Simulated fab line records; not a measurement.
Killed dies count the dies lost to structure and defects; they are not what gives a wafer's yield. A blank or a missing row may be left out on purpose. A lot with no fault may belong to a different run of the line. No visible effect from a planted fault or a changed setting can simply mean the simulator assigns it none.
Code-filled problem report in 8D (eight disciplines) form    flow n5_finfet    the parts of the form that need people (team, actions taken, sign-off) are left out

1. WHAT WENT WRONG
Mean of killed_at_front_end at N5_PASSIVATION_PROBE_49: 1102 across 6 wafers in 2 lots; on wafers with no fault it is 37 (standard deviation 10). So: +99 or more standard deviations from the usual mean.
Earliest sighting: wafer L860.1 on prober-01 at day 17 23:53. At this step, 26 wafers from 9 lots have a number in the record. By rule, "out" or "out of limits" means more than 4 standard deviations away from the usual mean. The rest of the wafers with a number are treated as sound.

2. WHAT IT IS; WHAT IT IS NOT
question                     is                                                                                                                       is not
which readings at this step  killed_at_front_end, defect_limited_yield, killed_dies, killed_on_rim, sort_bin_5_function, sort_n_pass, sort_yield_pct  killed_at_M0_to_M3, killed_at_M4_up, killed_at_contacts, killed_at_other, sort_bin_8_speed
which lots                   L860, L861                                                                                                               L845, L848, L849, L862, L863, L865, L866
which wafers of those lots   all that have a number                                                                                                   -
read on which tools          prober-01, prober-02                                                                                                     -
when                         from day 17 23:53                                                                                                        up to then (8 sound wafers); but 12 sound wafers of L862, L863, L865, L866 came after

3. SUSPECTS, AND WHAT RULES EACH OUT
Counting: a tool stays on the suspect list if, at a process step up to the reading, it processed all lots that are out and no sound lot following the first of them.
- ald_metal-03 at N5_HKMG_FIN_ALD_79 (deposits TiN, target thk 1.5 nm, pulse time 1 s, purge time 3 s): ruled out as a lasting fault. The sound lots L865 went through it after L860, its earliest lot that is out (day 8 09:47).
- rie_diel-06 at N5_HKMG_FIN_STRIP_34 (strips in CF4): ruled out as a lasting fault. The sound lots L862, L865, L866 went through it after L860, its earliest lot that is out (day 8 12:04).
- plasma_asher-01 at N5_HKMG_FIN_STRIP_19 (strips in N2/H2, time 360 s): ruled out as a lasting fault. The sound lots L862, L863, L866 went through it after L860, its earliest lot that is out (day 8 12:23).
Left after counting: nothing in the record.

4. THE CAUSE (what the simulator had put in)
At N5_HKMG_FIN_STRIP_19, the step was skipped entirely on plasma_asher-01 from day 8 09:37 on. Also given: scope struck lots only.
It was ruled out by counting, in error; the rule expects a fault to strike all lots run on its tool from its start on, and this fault did not.

5. THE CHAIN OF EFFECTS, in route order
Each row: a reading whose mean over the struck wafers that have a number lies more than 3 standard deviations from the usual. Only readings whose record carries a usual standard deviation are examined. hours: median over the lots of the time between each lot's start at the first step of this table that gives one and its start at this step. sigmas: the change, counted in usual standard deviations.
hours  step                     reading               usual   on struck wafers  change  sigmas
0      N5_PASSIVATION_PROBE_49  defect_limited_yield  91.2 %  0.0               -91.2   -65
0      N5_PASSIVATION_PROBE_49  killed_at_front_end   37      1102              +1065   +99 or more
0      N5_PASSIVATION_PROBE_49  killed_dies           103     1180              +1077   +63
0      N5_PASSIVATION_PROBE_49  killed_on_rim         14      152               +138    +39
0      N5_PASSIVATION_PROBE_49  sort_bin_5_function   5.1 %   95.5              +90.4   +98
0      N5_PASSIVATION_PROBE_49  sort_n_pass           1077    0                 -1077   -63
0      N5_PASSIVATION_PROBE_49  sort_yield_pct        91.2 %  0.0               -91.2   -65
Process steps it contains:
- N5_PASSIVATION_PROBE_49
Readings that are blank on the struck wafers while sound wafers have them: drypump_motor_current_A at N5_HKMG_FIN_STRIP_19; h2_flow_sccm at N5_HKMG_FIN_STRIP_19; heater_power_w at N5_HKMG_FIN_STRIP_19; temp_c at N5_HKMG_FIN_STRIP_19.

6. HOW IT WOULD HAVE BEEN CAUGHT EARLIER
First out-of-limits reading in this record: day 17 23:53, which is 230 hours after fault onset at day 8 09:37.
At N5_HKMG_FIN_STRIP_19 the tool's readings are blank on the struck wafers, where sound wafers have them: an empty tool record is the first sign, and it was there at once.
